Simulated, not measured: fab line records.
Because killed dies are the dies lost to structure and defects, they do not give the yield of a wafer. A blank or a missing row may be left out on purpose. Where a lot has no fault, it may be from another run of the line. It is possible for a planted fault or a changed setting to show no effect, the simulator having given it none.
fab line records -- flow nand-harc
record: lots: 12, wafers: 36, last-day: 24
route steps=1159 shown A_M1@1038 END@1159
lots untouched by any fault: they come from a run of this same line in which no faults occurred
start-h: hours from the record's opening day to when the first of the lot's shown wafers began -- wait-h: hours elapsed since this lot's preceding step -- " unchanged from the row above -- L1.1+2: several wafers, shown together as one row -- - either no value or no given start -- * or withheld: withheld -- < > ~ a bound
route shown NAME@n: NAME is a module with steps in the file, n the number in the route of the first one -- usual: mean and standard deviation over wafers with no fault -- same: alike in all rows -- chamber/n: place in a boat -- sites: each site's reading -- _std_site: standard deviation across them -- _edge_site: mean of outer sites minus mean of inner sites -- radius-mm: how far each site lies from the wafer's centre -- mask NAME#n: copy n -- behind: the most recent tool/chamber to have shaped the wafer -- hold: why the lot was held/for how many hours/how that ended -- device: whichever transistor did not switch (one of n, p or np) -- end of line: the tests these same wafers got at the end of their route -- a step without rows: its recipe alone -- killed: at the first sort, the dies lost to defects and structure; wafer yield is something else -- map: a wafer's dies, marking killed ones x, the rest . and places with no die _
set.NAME: the setting the step ran with; set.NAME@STEP: the setting that earlier step ran with -- model.NAME: the simulator's own value behind a step, which no gauge read
a sample of lots followed through the steps of the route, with each step as a table and each wafer as a row
services: a tool's chamber out of use, with start hour (start-h, from the record's first day; less than 0 if before it), hours out, and reason
== steps ==
step: NHARC_A_M1_INSPECT_11
usual: raw-defect-count: 31/15
lot.wafer,tool,chamber,start-h,wait-h,raw-defect-count
L813.2,defect-inspect-02,-,412.51,0.0,26
L813.4,defect-inspect-02,-,412.51,0.0,25
L813.5,defect-inspect-02,-,412.51,0.0,34
L815.2,defect-inspect-01,-,424.64,0.0,21
L815.4,defect-inspect-01,-,424.64,0.0,23
L815.5,defect-inspect-01,-,424.64,0.0,27
L820.2,defect-inspect-02,-,439.96,0.0,23
L820.3,defect-inspect-02,-,439.96,0.0,24
L820.6,defect-inspect-02,-,439.96,0.0,18
L818.1,defect-inspect-02,-,443.30,0.0,31
L818.5,defect-inspect-02,-,443.30,0.0,40
L818.6,defect-inspect-02,-,443.30,0.0,21
L822.1,defect-inspect-01,-,460.30,0.0,71
L822.3,defect-inspect-01,-,460.30,0.0,38
L822.5,defect-inspect-01,-,460.30,0.0,39
L827.1,defect-inspect-01,-,480.43,0.0,42
L827.4,defect-inspect-01,-,480.43,0.0,43
L827.5,defect-inspect-01,-,480.43,0.0,43
L829.1,defect-inspect-01,-,497.43,0.0,9
L829.2,defect-inspect-01,-,497.43,0.0,14
L829.6,defect-inspect-01,-,497.43,0.0,17
L830.1,defect-inspect-02,-,511.82,0.0,15
L830.2,defect-inspect-02,-,511.82,0.0,18
L830.5,defect-inspect-02,-,511.82,0.0,16
L831.1,defect-inspect-01,-,513.30,0.0,32
L831.3,defect-inspect-01,-,513.30,0.0,32
L831.5,defect-inspect-01,-,513.30,0.0,39
L832.1,defect-inspect-01,-,525.95,0.0,40
L832.2,defect-inspect-01,-,525.95,0.0,46
L832.6,defect-inspect-01,-,525.95,0.0,48
L834.1,defect-inspect-02,-,530.04,0.0,32
L834.4,defect-inspect-02,-,530.04,0.0,41
L834.5,defect-inspect-02,-,530.04,0.0,46
L836.1,defect-inspect-01,-,535.77,0.0,18
L836.2,defect-inspect-01,-,535.77,0.0,16
L836.4,defect-inspect-01,-,535.77,0.0,17
step: NHARC_A_M1_ETCH_35
recipe: target-depth-a: 400, overetch-a: 120, time-s: 43.94, ion-energy-ev: 200, n2-flow-sccm: 150, h2-flow-sccm: 150, ar-flow-sccm: 0, rf-w: 400, bias-w: 150, chemistry: N2/H2
usual: drypump-motor-current-A: 5.6/0.46, oes-product-au: 1.000/0.0073, rf-vpp-V: 429.3/2.8, showerhead-plenum-p-Torr: 1.99/0.094, throttle-valve-pct: 14.171/0.0092
lot.wafer,tool,chamber,start-h,wait-h,drypump-motor-current-A,oes-product-au,rf-hours-counter-h,rf-vpp-V,showerhead-plenum-p-Torr,throttle-valve-pct
L813.2,rie-diel-05,0,412.66,0.1,6.5,0.990,1,435.9,2.19,14.176
L813.4,rie-diel-05,2,412.66,0.1,5.7,1.007,1,426.9,1.91,14.173
L813.5,rie-diel-05,0,412.66,0.1,6.5,0.995,-,433.9,2.19,14.173
L815.4,rie-diel-02,2,424.78,0.1,5.9,1.005,8,431.6,2.09,14.163
L815.2,rie-diel-02,0,424.78,0.1,5.8,1.001,8,430.8,2.03,14.162
L815.5,rie-diel-02,3,424.78,0.1,5.2,1.003,-,426.5,1.91,14.176
L820.3,rie-diel-05,0,440.12,0.1,6.5,0.986,2,435.6,2.19,14.166
L820.2,rie-diel-05,1,440.12,0.1,6.1,1.005,2,427.8,1.94,14.168
L820.6,rie-diel-05,3,440.12,0.1,5.3,1.006,-,429.2,2.03,14.187
L818.1,rie-diel-02,3,443.45,0.1,5.2,1.009,10,426.5,1.91,14.169
L818.5,rie-diel-02,2,443.45,0.1,5.9,1.011,-,431.9,2.09,14.159
L818.6,rie-diel-02,3,443.45,0.1,5.2,0.999,-,427.1,1.91,14.163
L822.1,rie-diel-05,3,460.45,0.1,5.3,1.004,3,429.1,2.03,14.185
L822.3,rie-diel-05,1,460.45,0.1,6.1,0.996,3,428.5,1.94,14.181
L822.5,rie-diel-05,2,460.45,0.1,5.8,1.000,-,425.4,1.91,14.183
L827.1,rie-diel-05,3,480.59,0.1,5.2,0.994,3,430.8,2.03,14.183
L827.4,rie-diel-05,0,480.59,0.1,6.5,0.998,3,435.6,2.19,14.186
L827.5,rie-diel-05,1,480.59,0.1,6.1,1.006,-,426.9,1.94,14.174
L829.2,rie-diel-02,0,497.58,0.1,5.8,1.007,14,429.1,2.03,14.165
L829.1,rie-diel-02,2,497.58,0.1,5.8,1.010,16,433.9,2.09,14.167
L829.6,rie-diel-02,3,497.58,0.1,5.2,1.004,-,426.6,1.91,14.153
L830.1,rie-diel-05,3,511.98,0.1,5.2,0.994,4,430.2,2.03,14.180
L830.2,rie-diel-05,1,511.98,0.1,6.2,0.998,4,427.4,1.94,14.163
L830.5,rie-diel-05,2,511.98,0.1,5.7,0.997,-,428.5,1.91,14.157
L831.1,rie-diel-10,0,513.44,0.1,5.5,0.994,8,431.0,2.08,14.192
L831.3,rie-diel-10,2,513.44,0.1,5.7,0.990,8,426.6,1.91,14.184
L831.5,rie-diel-10,0,513.44,0.1,5.5,0.990,-,432.2,2.08,14.171
L832.2,rie-diel-10,0,526.11,0.1,5.5,0.991,9,431.5,2.08,14.176
L832.1,rie-diel-10,1,526.11,0.1,4.8,1.007,9,427.0,1.91,14.165
L832.6,rie-diel-10,1,526.11,0.1,4.8,0.997,-,425.7,1.91,14.160
L834.4,rie-diel-02,0,530.18,0.1,5.8,1.000,1,429.9,2.02,14.168
L834.1,rie-diel-02,2,530.18,0.1,5.9,1.010,1,431.6,2.09,14.169
L834.5,rie-diel-02,0,530.18,0.1,5.8,1.004,-,429.1,2.02,14.180
L836.1,rie-diel-02,2,535.92,0.1,5.9,1.004,2,431.4,2.09,14.174
L836.2,rie-diel-02,3,535.92,0.1,5.2,1.006,1,427.0,1.91,14.164
L836.4,rie-diel-02,0,535.92,0.1,5.8,1.000,2,428.7,2.02,14.167
step: NHARC_A_M1_STRIP_19
recipe: time-s: 600, temp-c: 30, chemistry: post-etch-residue-remover
usual: run-length-s: 603.1/1
lot.wafer,tool,chamber,start-h,wait-h,run-length-s
L813.2,wet-bench-10,6,413.33,-,602.4
L813.5,wet-bench-10,1,413.33,-,604.2
L813.4,wet-bench-10,2,413.33,-,602.8
L815.2,wet-bench-08,2,425.46,-,602.8
L815.4,wet-bench-08,5,425.46,-,603.4
L815.5,wet-bench-08,7,425.46,-,605.5
L820.3,wet-bench-10,2,440.78,-,604.3
L820.6,wet-bench-10,3,440.78,-,602.3
L820.2,wet-bench-10,7,440.78,-,603.4
L818.5,wet-bench-08,7,444.13,-,603.9
L818.6,wet-bench-08,0,444.13,-,602.7
L818.1,wet-bench-08,3,444.13,-,604.0
L822.3,wet-bench-10,7,461.12,-,602.8
L822.5,wet-bench-10,1,461.12,-,604.8
L822.1,wet-bench-10,2,461.12,-,603.2
L827.5,wet-bench-10,6,481.24,-,726.4
L827.1,wet-bench-10,7,481.24,-,726.9
L827.4,wet-bench-10,3,481.24,-,726.3
L829.2,wet-bench-08,6,498.25,-,602.4
L829.6,wet-bench-08,2,498.25,-,602.2
L829.1,wet-bench-08,3,498.25,-,603.2
L830.1,wet-bench-10,1,512.64,-,728.9
L830.5,wet-bench-10,4,512.64,-,727.3
L830.2,wet-bench-10,5,512.64,-,726.3
L831.1,wet-bench-08,5,514.11,-,602.3
L831.3,wet-bench-08,6,514.11,-,601.6
L831.5,wet-bench-08,0,514.11,-,603.3
L832.1,wet-bench-08,4,526.77,-,602.9
L832.6,wet-bench-08,5,526.77,-,602.8
L832.2,wet-bench-08,0,526.77,-,601.7
L834.1,wet-bench-08,6,530.85,-,601.0
L834.5,wet-bench-08,2,530.85,-,603.1
L834.4,wet-bench-08,3,530.85,-,603.9
L836.2,wet-bench-08,4,536.59,-,602.6
L836.1,wet-bench-08,5,536.59,-,604.2
L836.4,wet-bench-08,0,536.59,-,602.4
step: NHARC_A_M1_ANNEAL_31
recipe: temp-c: 225, time-s: 90
usual: wafer_temp_C_max: 226.4/0.32
lot.wafer,tool,chamber,start-h,wait-h,wafer_temp_C_max
L813.2,rtp-anneal-02,0,414.39,-,226.4
L813.4,rtp-anneal-02,0,414.39,-,226.0
L813.5,rtp-anneal-02,0,414.39,-,226.6
L815.2,rtp-anneal-02,0,426.51,-,226.2
L815.4,rtp-anneal-02,0,426.51,-,226.2
L815.5,rtp-anneal-02,0,426.51,-,226.0
L820.2,rtp-anneal-01,0,441.87,-,226.5
L820.3,rtp-anneal-01,0,441.87,-,227.1
L820.6,rtp-anneal-01,0,441.87,-,226.6
L818.1,rtp-anneal-01,0,445.30,-,226.3
L818.5,rtp-anneal-01,0,445.30,-,226.4
L818.6,rtp-anneal-01,0,445.30,-,226.7
L822.1,rtp-anneal-01,0,462.14,-,226.3
L822.3,rtp-anneal-01,0,462.14,-,226.5
L822.5,rtp-anneal-01,0,462.14,-,226.5
L827.1,rtp-anneal-02,0,482.28,0.3,226.6
L827.4,rtp-anneal-02,0,482.28,0.3,226.1
L827.5,rtp-anneal-02,0,482.28,0.3,226.3
L829.1,rtp-anneal-01,0,499.26,-,226.1
L829.2,rtp-anneal-01,0,499.26,-,226.7
L829.6,rtp-anneal-01,0,499.26,-,226.7
L830.1,rtp-anneal-02,0,513.72,0.3,226.6
L830.2,rtp-anneal-02,0,513.72,0.3,226.1
L830.5,rtp-anneal-02,0,513.72,0.3,225.9
L831.1,rtp-anneal-02,0,515.18,0.3,226.1
L831.3,rtp-anneal-02,0,515.18,0.3,226.0
L831.5,rtp-anneal-02,0,515.18,0.3,226.1
L832.1,rtp-anneal-01,0,527.93,0.3,226.8
L832.2,rtp-anneal-01,0,527.93,0.3,226.5
L832.6,rtp-anneal-01,0,527.93,0.3,226.7
L834.1,rtp-anneal-02,0,532.09,0.3,225.9
L834.4,rtp-anneal-02,0,532.09,0.3,226.2
L834.5,rtp-anneal-02,0,532.09,0.3,226.7
L836.1,rtp-anneal-01,0,537.60,0.3,226.3
L836.2,rtp-anneal-01,0,537.60,0.3,226.1
L836.4,rtp-anneal-01,0,537.60,0.3,226.2
step: NHARC_END_SORT_01
recipe: temp-c: 25
usual: defect-limited-yield: 95.4/1.6, killed-at-array: 27/11, killed-at-other: 0.8/1.4, killed-at-periphery: 3.3/2, killed-dies: 31/11, killed-open: 3.4/1.8, killed-short: 2.1/1.3, sort_bin_2_pct: 1.4/0.7, sort_bin_3_pct: 0.24/0.21, sort_bin_4_pct: 2.9/1, sort-n-pass: 646/11, sort-rim-yield-pct: 95.4/2.8, sort-yield-pct: 95.4/1.6
same: gross-dies: 677, sort_bin_5_pct[%]: 0, sort_bin_6_pct[%]: 0, sort_bin_7_pct[%]: 0, sort_bin_8_pct[%]: 0, sort-rim-n-gross: 106.00
lot.wafer,tool,chamber,start-h,wait-h,defect-limited-yield[%],killed-at-array,killed-at-other,killed-at-periphery,killed-dies,killed-open,killed-short,sort_bin_2_pct[%],sort_bin_3_pct[%],sort_bin_4_pct[%],sort-n-pass,sort-rim-yield-pct[%],sort-yield-pct[%]
L818.1,prober-01,0,484.78,2.5,95.6,29,0,1,30,3,1,1.8,0.15,2.5,647,99.1,95.6
L818.5,prober-01,0,487.99,3.7,94.8,33,0,2,35,1,5,1.3,0.30,3.5,642,92.5,94.8
L818.6,prober-01,0,488.80,4.0,96.0,22,0,5,27,6,0,1.6,0.44,1.9,650,100.0,96.0
killed by level:class
L818.1 A_CHANNEL_HOLE_D1:chamber-film-flake=19 A_CONTACT:chamber-film-flake=3 A_CONTACT:geometric-particle:open=2 A_STAIRCASE:chamber-film-flake=2 A_ONON_D1:geometric-particle:open=1 A_CONTACT:geometric-particle:short=1 P_M0:chamber-film-flake=1 A_WL_FILL:chamber-film-flake=1
L818.5 A_CHANNEL_HOLE_D1:chamber-film-flake=19 A_CONTACT:chamber-film-flake=7 A_WL_FILL:geometric-particle:short=4 A_CONTACT:geometric-particle:short=1 A_M0:geometric-particle:open=1 P_STI:chamber-film-flake=1 P_GATE:chamber-film-flake=1 A_STAIRCASE:chamber-film-flake=1
L818.6 A_CHANNEL_HOLE_D1:chamber-film-flake=11 P_M0:chamber-film-flake=3 A_STAIRCASE:chamber-film-flake=3 A_CONTACT:geometric-particle:open=2 A_CONTACT:chamber-film-flake=2 P_M0:geometric-particle:open=1 A_CHANNEL_FILL_D1:geometric-particle:open=1 A_BLC:geometric-particle:open=1
== services ==
tool,chamber,start-h,hours,kind
rie-diel-02,2,400.41,8.7,repair
rie-diel-05,1,402.57,7.1,repair
rie-diel-02,-,403.02,0.4,repair
wet-bench-08,-,406.40,8.0,pm
wet-bench-08,0,414.40,-,consumable-replace:bath
wet-bench-08,0,414.40,-,consumable-replace:filter
wet-bench-08,1,414.40,-,consumable-replace:bath
wet-bench-08,1,414.40,-,consumable-replace:filter
wet-bench-08,2,414.40,-,consumable-replace:bath
wet-bench-08,2,414.40,-,consumable-replace:filter
wet-bench-08,3,414.40,-,consumable-replace:bath
wet-bench-08,3,414.40,-,consumable-replace:filter
wet-bench-08,4,414.40,-,consumable-replace:bath
wet-bench-08,4,414.40,-,consumable-replace:filter
wet-bench-08,5,414.40,-,consumable-replace:bath
wet-bench-08,5,414.40,-,consumable-replace:filter
wet-bench-08,6,414.40,-,consumable-replace:bath
wet-bench-08,6,414.40,-,consumable-replace:filter
wet-bench-10,-,423.20,8.0,pm
rie-diel-05,-,470.87,1.2,repair
rie-diel-02,-,504.70,9.0,pm
rie-diel-02,3,516.51,8.7,repair
rie-diel-05,-,517.65,9.0,pm
rie-diel-10,-,530.50,9.0,pm
== key ==
first-sign: step: NHARC_A_M1_STRIP_19, reading: run-length-s, direction: up, sigmas: 99+, usual: *, struck: *
effect none on later readings
met-at NHARC_A_M1_STRIP_19
struck-lots L827,L830
not-acting-at NHARC_A_M1_INSPECT_11,NHARC_A_M1_ETCH_35,NHARC_A_M1_ANNEAL_31
onset-between 461.12 481.24
fault: kind: process-parameter-drift, tool: wet-bench-10, chamber: -, onset-h: 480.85, steps: NHARC_A_M1_STRIP_19, channel: time-s, offset: *, shape: step, end-h: 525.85, acts-in: *, stated: *
